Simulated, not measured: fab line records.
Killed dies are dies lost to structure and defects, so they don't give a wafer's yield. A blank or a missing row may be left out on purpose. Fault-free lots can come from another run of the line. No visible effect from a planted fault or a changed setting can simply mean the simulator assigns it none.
Chamber matching + flow n5Finfet + N5_BEOL_M7_DESCUM_16 on rieDiel-02: 4 sister chambers
The step chemistry O2, time 7.9 s. 14 wafers are shown with their chamber, then 7 later ones without.

## WAFERS, EACH WITH ITS CHAMBER
| wafer  | chamber | showerheadPlenumPTorr (Torr) | drypumpMotorCurrentA (A) | throttleValvePct (%) |
|--------|---------|------------------------------|--------------------------|----------------------|
| L074.1 | 3       | 2.00                         | 5.32                     | 20.46                |
| L074.2 | 1       | 2.03                         | 5.67                     | 20.44                |
| L074.5 | 2       | 2.12                         | 5.83                     | 20.00                |
| L079.1 | 1       | 2.03                         | 5.66                     | 20.44                |
| L079.4 | 2       | 2.12                         | 5.84                     | 20.02                |
| L079.6 | 2       | 2.12                         | 5.82                     | 20.01                |
| L080.4 | 0       | 2.16                         | 5.12                     | 20.66                |
| L080.5 | 3       | 2.00                         | 5.35                     | 20.48                |
| L080.6 | 2       | 2.12                         | 5.82                     | 20.04                |
| L083.2 | 2       | 2.12                         | 5.81                     | 20.03                |
| L083.4 | 3       | 2.00                         | 5.34                     | 20.50                |
| L083.6 | 2       | 2.12                         | 5.82                     | 20.03                |
| L086.1 | 2       | 2.11                         | 5.80                     | 20.05                |
| L086.2 | 0       | 2.16                         | 5.11                     | 20.23                |

SIGNATURES (averages over the wafers above)
| reading               | chamber 0 | chamber 1 | chamber 2 | chamber 3 | scatter within a chamber |
|-----------------------|-----------|-----------|-----------|-----------|--------------------------|
| showerheadPlenumPTorr | 2.1600    | 2.0300    | 2.1186    | 2.0000    | 0.00293                  |
| drypumpMotorCurrentA  | 5.1150    | 5.6650    | 5.8200    | 5.3367    | 0.0125                   |
| throttleValvePct      | 20.4450   | 20.4400   | 20.0257   | 20.4800   | 0.0975                   |
Rule: for each reading, subtract the chamber's mean from the wafer's reading, divide by that reading's scatter and square the result; add these up over the readings and take the root, which gives the wafer's distance from the chamber. If the next closest chamber is less than 2 further off than the closest, the wafer can't be placed; otherwise it belongs to the closest. The scatter is the square root of a quotient: the sum, over the shown wafers, of each reading's squared deviation from its chamber's mean, divided by wafers minus chambers.

## WAFERS WITHOUT THEIR CHAMBER
| wafer  | showerheadPlenumPTorr (Torr) | drypumpMotorCurrentA (A) | throttleValvePct (%) |
|--------|------------------------------|--------------------------|----------------------|
| L086.4 | 2.02                         | 5.65                     | 20.48                |
| L090.3 | 1.99                         | 5.35                     | 20.54                |
| L090.5 | 1.99                         | 5.34                     | 20.53                |
| L090.6 | 2.15                         | 5.12                     | 20.25                |
| L092.2 | 2.02                         | 5.64                     | 20.50                |
| L092.4 | 2.11                         | 5.84                     | 20.05                |
| L092.6 | 1.99                         | 5.36                     | 20.52                |

## WHICH CHAMBER EACH ONE RAN IN
| wafer  | from the rows above | in truth |
|--------|---------------------|----------|
| L086.4 | 1                   | 1        |
| L090.3 | 3                   | 3        |
| L090.5 | 3                   | 3        |
| L090.6 | 0                   | 0        |
| L092.2 | 1                   | 1        |
| L092.4 | 2                   | 2        |
| L092.6 | 3                   | 3        |
Placed correctly: 7 of 7. Not placeable from these rows: 0. Wrongly placed: 0.
